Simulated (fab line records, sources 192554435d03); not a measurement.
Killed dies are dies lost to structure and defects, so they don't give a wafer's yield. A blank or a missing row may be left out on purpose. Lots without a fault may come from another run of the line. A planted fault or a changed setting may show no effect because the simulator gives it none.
fab line records | flow n5_finfet
record lots=11 wafers=33 last_day=17
route steps=1938 shown BEOL_M5@1177
lots that met no fault: from a run of the same line without faults
start_h: hours from the record's first day to the start of the lot's first wafer shown | wait_h: hours since the lot's step before | " the same as in the row above | L1.1+2: a row that stands for several wafers | - no value, or no start given | * or withheld: withheld | < > ~ a bound
route shown NAME@n: a module of which the file shows steps, and the number in the route of the first | usual: mean/standard deviation of fault-free wafers | same: alike in all rows | chamber/n: place in a boat | sites: the reading at each site | _std_site: their standard deviation | _edge_site: outer sites' mean less inner sites' | radius_mm: how far each site lies from the wafer's centre | mask NAME#n: copy n | behind: the tool/chamber that last shaped the wafer | hold: why the lot was held/for how many hours/how that ended | device: the transistor (n, p or np) that didn't switch | end of line: the same wafers' tests at the end of the route | a step without rows: its recipe alone | killed: dies lost to structure and defects at the first sort, not the wafer's yield | map: a wafer's dies, x killed, . not, _ none there
set.NAME: the setting as run; set.NAME@STEP: as run at that earlier step | model.NAME: the simulator's own value behind a step, which no gauge read
steps of the route over a sample of lots; a table a step, a row a wafer
services: from which hour (start_h, from the record's first day; less than 0 if before it) a tool's chamber was out of use, for how many hours, and why
## steps
# step N5_BEOL_M5_SPUTTER_81
# recipe material=Cu target_thk_a=150 temp_c=-20 chamber_pressure_pa=0.07 power_w=withheld time_s=27.62
# usual throttle_valve_pct=30.3/1.3
# columns lot.wafer tool chamber start_h wait_h throttle_valve_pct
L764.3 pvd_sputter-03 - 170.32 0.5 31.6
L764.5 " - " " 31.5
L764.6 " - " " 31.3
L766.1 pvd_sputter-01 - 181.26 0.5 29.1
L766.4 " - " " 30.6
L766.6 " - " " 27.2
L765.2 pvd_sputter-03 - 183.63 0.5 31.5
L765.5 " - " " 31.3
L765.6 " - " " 31.5
L767.2 pvd_sputter-03 - 188.21 0.5 32.1
L767.3 " - " " 31.2
L767.4 " - " " 31.4
L771.2 pvd_sputter-03 - 209.05 0.5 31.2
L771.4 " - " " 31.3
L771.6 " - " " 31.8
L770.1 pvd_sputter-01 - 213.34 0.5 30.7
L770.2 " - " " 27.2
L770.3 " - " " 28.8
L772.2 pvd_sputter-01 - 220.81 0.5 28.7
L772.3 " - " " 27.4
L772.6 " - " " 28.6
L773.1 pvd_sputter-02 - 228.56 0.5 31.1
L773.3 " - " " 29.2
L773.6 " - " " 30.5
L774.1 pvd_sputter-03 - 229.35 0.5 31.5
L774.2 " - " " 31.3
L774.5 " - " " 31.5
L782.2 pvd_sputter-03 - 298.89 0.5 31.2
L782.4 " - " " 31.6
L782.6 " - " " 31.4
L784.1 pvd_sputter-01 - 305.17 0.5 30.8
L784.2 " - " " 27.4
L784.3 " - " " 29.1
# step N5_BEOL_M5_SPUTTER_83
# recipe material=Cu target_thk_a=150 temp_c=-20 chamber_pressure_pa=0.07 power_w=withheld time_s=27.62
# usual throttle_valve_pct=30.3/1.3
# columns lot.wafer tool chamber start_h wait_h throttle_valve_pct
L764.3 pvd_sputter-03 - 171.40 0.5 31.4
L764.5 " - " " 31.8
L764.6 " - " " 31.3
L766.1 pvd_sputter-01 - 182.34 0.5 29.0
L766.4 " - " " 30.5
L766.6 " - " " 27.3
L765.2 pvd_sputter-03 - 184.71 0.5 31.3
L765.5 " - " " 31.6
L765.6 " - " " 31.2
L767.2 pvd_sputter-03 - 189.30 0.5 31.8
L767.3 " - " " 31.1
L767.4 " - " " 31.4
L771.2 pvd_sputter-03 - 210.13 0.5 31.9
L771.4 " - " " 31.0
L771.6 " - " " 31.5
L770.1 pvd_sputter-01 - 214.43 0.5 30.5
L770.2 " - " " 27.2
L770.3 " - " " 28.9
L772.2 pvd_sputter-01 - 221.90 0.5 28.3
L772.3 " - " " 26.9
L772.6 " - " " 28.5
L773.1 pvd_sputter-02 - 229.65 0.5 31.2
L773.3 " - " " 29.1
L773.6 " - " " 30.9
L774.1 pvd_sputter-03 - 230.44 0.5 31.3
L774.2 " - " " 31.1
L774.5 " - " " 31.2
L782.2 pvd_sputter-03 - 299.97 0.5 31.5
L782.4 " - " " 31.7
L782.6 " - " " 31.6
L784.1 pvd_sputter-01 - 306.26 0.5 30.7
L784.2 " - " " 27.4
L784.3 " - " " 28.8
# step N5_BEOL_M5_SPUTTER_90
# recipe material=Cu target_thk_a=45 temp_c=-20 chamber_pressure_pa=0.07 power_w=withheld time_s=8.29
# usual throttle_valve_pct=30.3/1.3
# columns lot.wafer tool chamber start_h wait_h throttle_valve_pct
L764.3 pvd_sputter-03 - 173.58 0.5 31.6
L764.5 " - " " 31.5
L764.6 " - " " 31.1
L766.1 pvd_sputter-01 - 184.52 0.5 28.8
L766.4 " - " " 30.8
L766.6 " - " " 27.1
L765.2 pvd_sputter-03 - 186.89 0.5 31.6
L765.5 " - " " 31.2
L765.6 " - " " 31.1
L767.2 pvd_sputter-03 - 191.47 0.5 31.4
L767.3 " - " " 31.2
L767.4 " - " " 31.6
L771.2 pvd_sputter-03 - 212.31 0.5 31.6
L771.4 " - " " 30.9
L771.6 " - " " 31.9
L770.1 pvd_sputter-01 - 216.60 0.5 30.7
L770.2 " - " " 26.9
L770.3 " - " " 29.0
L772.2 pvd_sputter-01 - 224.07 0.5 28.6
L772.3 " - " " 27.1
L772.6 " - " " 28.4
L773.1 pvd_sputter-02 - 231.82 0.5 30.9
L773.3 " - " " 29.0
L773.6 " - " " 30.7
L774.1 pvd_sputter-03 - 232.61 0.5 31.4
L774.2 " - " " 31.1
L774.5 " - " " 31.6
L782.2 pvd_sputter-03 - 302.15 0.5 31.4
L782.4 " - " " 31.5
L782.6 " - " " 31.4
L784.1 pvd_sputter-01 - 308.43 0.5 30.6
L784.2 " - " " 27.1
L784.3 " - " " 29.0
# step N5_BEOL_M5_ECD_50
# recipe material=Cu target_thk_a=3000
# columns lot.wafer tool chamber start_h wait_h
L764.3+5+6 ecd_cu-01 0,0,1 173.72 0.1
L766.1+4+6 ecd_cu-01 1 184.63 0.1
L765.2+5+6 ecd_cu-01 1,0,1 187.21 0.3
L767.2+3+4 ecd_cu-02 1,0,1 191.59 0.1
L771.2+4+6 ecd_cu-02 0,1,1 212.42 0.1
L770.1+2+3 ecd_cu-02 0,1,0 216.72 0.1
L772.2+3+6 ecd_cu-01 0,1,1 224.19 0.1
L773.1+3+6 ecd_cu-02 1,1,0 231.94 0.1
L774.1+2+5 ecd_cu-01 0,1,1 232.73 0.1
L782.2+4+6 ecd_cu-02 0 302.26 0.1
L784.1+2+3 ecd_cu-02 1,0,0 308.55 0.1
# step N5_BEOL_M5_CMP_52
# recipe stop_on=SiCOH_lowk t_overpolish_s=6.9 down_force_psi=1 platen_rpm=50 clearing_platen_down_force_psi=1.5 clearing_platen_rpm=50 post_cmp_clean=cu_alkaline target_thk_nm=62 clearing_platen_pad_velocity_m_s=0.99484 pad_velocity_m_s=0.99484
# usual motor_current_A=6.0/0.71 time_to_endpoint_s=61/4.5
# columns lot.wafer tool chamber start_h wait_h motor_current_A time_to_endpoint_s
L764.3 cmp-04 2 174.25 0.2 5.7 63
L764.5 " 2 " " 6.1 63
L764.6 " 3 " " 5.7 54
L766.1 cmp-04 3 185.06 0.3 5.7 55
L766.4 " 0 " " 6.7 65
L766.6 " 3 " " 5.9 55
L765.2 cmp-01 0 187.69 0.3 7.2 68
L765.6 " 3 " " 6.6 64
L765.5 " 0 " " 6.7 66
L767.4 cmp-01 1 192.01 0.2 5.3 56
L767.3 " 2 " " 5.8 59
L767.2 " 3 " " 6.8 61
L771.2 cmp-02 0 212.88 0.3 5.4 64
L771.4 " 1 " " 6.9 63
L771.6 " 2 " " 4.8 60
L770.2 cmp-04 2 217.15 0.2 5.6 61
L770.3 " 3 " " 5.7 53
L770.1 " 0 " " 6.2 65
L772.2 cmp-04 2 224.61 0.2 5.9 61
L772.3 " 3 " " 6.1 53
L772.6 " 1 " " 5.6 59
L773.1 cmp-01 0 232.53 0.3 6.8 69
L773.3 " 3 " " 6.3 64
L773.6 " 0 " " 6.8 63
L774.1 cmp-01 0 233.17 0.3 6.9 69
L774.2 " 3 " " 6.8 64
L774.5 " 0 " " 7.0 68
L782.4 cmp-02 2 302.92 0.2 4.8 56
L782.2 " 3 " " 6.3 58
L782.6 " 2 " " 4.7 81
L784.3 cmp-01 2 309.02 0.2 5.4 81
L784.1 " 3 " " 6.8 60
L784.2 " 0 " " 7.0 66
## services
# columns tool chamber start_h hours kind
cmp-01 - 146.36 3.7 repair
cmp-02 - 171.99 2.0 repair
cmp-01 - 183.00 2.6 repair
cmp-04 - 189.72 1.3 repair
cmp-04 - 206.44 1.8 repair
cmp-04 - 243.09 7.8 pm
cmp-01 - 249.27 0.4 repair
cmp-04 - 254.72 11.9 pm
cmp-01 - 267.77 4.0 pm
cmp-01 - 271.77 - consumable_replace:conditioner
cmp-01 - 271.77 - consumable_replace:pad
cmp-02 - 271.79 4.5 repair
cmp-04 - 301.98 4.0 pm
cmp-04 - 305.98 - consumable_replace:conditioner
cmp-04 - 305.98 - consumable_replace:pad
## key
first_sign step=N5_BEOL_M5_CMP_52 reading=time_to_endpoint_s direction=up sigmas=4.5 usual=* struck=*
effect none on later readings
met_at N5_BEOL_M5_ECD_50
struck_lots L782,L784
struck_wafers L782.6,L784.3
not_acting_at N5_BEOL_M5_SPUTTER_81,N5_BEOL_M5_SPUTTER_83,N5_BEOL_M5_SPUTTER_90
onset_between 231.94 302.26
fault kind=process_parameter_drift tool=ecd_cu-02 chamber=- onset_h=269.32 steps=N5_BEOL_M5_ECD_50 channel=target_thk_a offset=* shape=step end_h=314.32 scope=struck_wafers_only acts_in=* stated=*
